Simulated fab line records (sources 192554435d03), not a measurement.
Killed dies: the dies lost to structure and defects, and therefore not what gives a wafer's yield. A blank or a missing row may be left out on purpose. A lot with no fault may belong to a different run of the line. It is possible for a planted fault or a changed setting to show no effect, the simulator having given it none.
Split-lot trial    flow n5 finfet    21 wafers read from 7 lots, route of 1938 steps

## SPLIT DETAILS
At N5_SD_ACTIVATION_LSA_01 (time 0.0008 s), the setting temp c was moved away from the recipe's 1080 C on 5 of the 21 wafers read, by -1.3% to +3.0%. The other wafers ran this setting at the recipe's value.

Between the split and the reading, the file records no step.

## THE READING
RS_SD_N in ohm/sq, measured at N5_SD_ACTIVATION_RS_MEAS_03 by four-point-probe. A value of 22.0 ohm/sq with a standard deviation of 0.32 ohm/sq is what fault-free wafers of this fab line usually give.

wafer   tool, chamber at the split  temp c as run, C  against the recipe  RS_SD_N, ohm/sq  against lot-mates on the recipe
L074.2  laser anneal-01, 0          1080              recipe              21.8             -
L074.3  laser anneal-01, 0          1080              recipe              21.7             -
L074.4  laser anneal-01, 0          1109              +2.7%               18.8             -2.9
L076.3  laser anneal-01, 0          1066              -1.3%               23.5             +1.6
L076.4  laser anneal-01, 0          1066              -1.3%               23.5             +1.6
L076.6  laser anneal-01, 0          1080              recipe              21.9             -
L080.3  laser anneal-01, 0          1080              recipe              21.7             -
L080.4  laser anneal-01, 0          1080              recipe              21.6             -
L080.5  laser anneal-01, 0          1080              recipe              21.5             -
L085.3  laser anneal-02, 0          1080              recipe              22.1             -
L085.4  laser anneal-02, 0          1080              recipe              22.1             -
L085.5  laser anneal-02, 0          1080              recipe              22.2             -
L088.4  laser anneal-01, 0          1112              +3.0%               18.9             -3.4
L088.5  laser anneal-01, 0          1080              recipe              22.4             -
L088.6  laser anneal-01, 0          1080              recipe              22.1             -
L091.1  laser anneal-02, 0          1080              recipe              22.4             -
L091.2  laser anneal-02, 0          1080              recipe              22.8             -
L091.6  laser anneal-02, 0          1080              recipe              22.4             -
L093.2  laser anneal-02, 0          1080              recipe              21.4             -
L093.3  laser anneal-02, 0          1103              +2.1%               19.3             -2.0
L093.5  laser anneal-02, 0          1080              recipe              21.2             -

FIT RESULTS
A straight line over all 21 wafers: RS_SD_N changes by -1.14 ohm/sq for each +1% of temp c; r = -0.95; the points scatter about the line by 0.4 ohm/sq.
The same after taking each lot's own level away (the mean of its wafers on the recipe; 21 wafers): -1.11 ohm/sq for each +1%; r = -0.99; scatter 0.14 ohm/sq.
That fit puts the effect of the largest move of temp c on the reading at 3.3 ohm/sq.
From 21.30 to 22.53 ohm/sq: that is the span of the lots' own levels, equal to 3.9 times the standard deviation above.
Consequently the slope shifts little with the lot-to-lot level, the two slopes agreeing.
Check: with one of the wafers moved furthest among these (+3.0%) left out of the fit, the line predicts -3.18 ohm/sq for it against its lot-mates. Against them it came out at -3.35 ohm/sq.
Tool readings at the split's step, against how far the setting was moved: wafer_temp_C_max r = +0.98.

## THESE WAFERS: OTHER SPLITS
Note: prior to the reading, these wafers also went through further splits. Each is held against what the fit with the lots' levels taken away leaves over:
other split on the same wafers   wafers away from the commonest value  r with RS_SD_N (lot level and that fit taken away)
N5_DUMMY_GATE_EXPOSE_12 dose mj  8                                     -0.15
N5_SD_EPI_N_COAT_03 spin rpm     7                                     +0.19
N5_SD_EPI_P_EPI_21 time s        5                                     +0.07

## THE WHOLE CHAIN: every reading that the file lists as answering this split, in the file's order
step                         what it does                  reading           change (the file's fit)               r (the file's)
N5_SD_ACTIVATION_LSA_01      time 0.0008 s                 wafer_temp_C_max  withheld for each +1% of the setting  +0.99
N5_SD_ACTIVATION_RS_MEAS_03  measures by four-point-probe  RS_SD_N           -1.09 for each +1% of the setting     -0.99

## THE FILE'S OWN FIT
RS_SD_N changes by -1.09 ohm/sq for each +1% of temp c, r = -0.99.
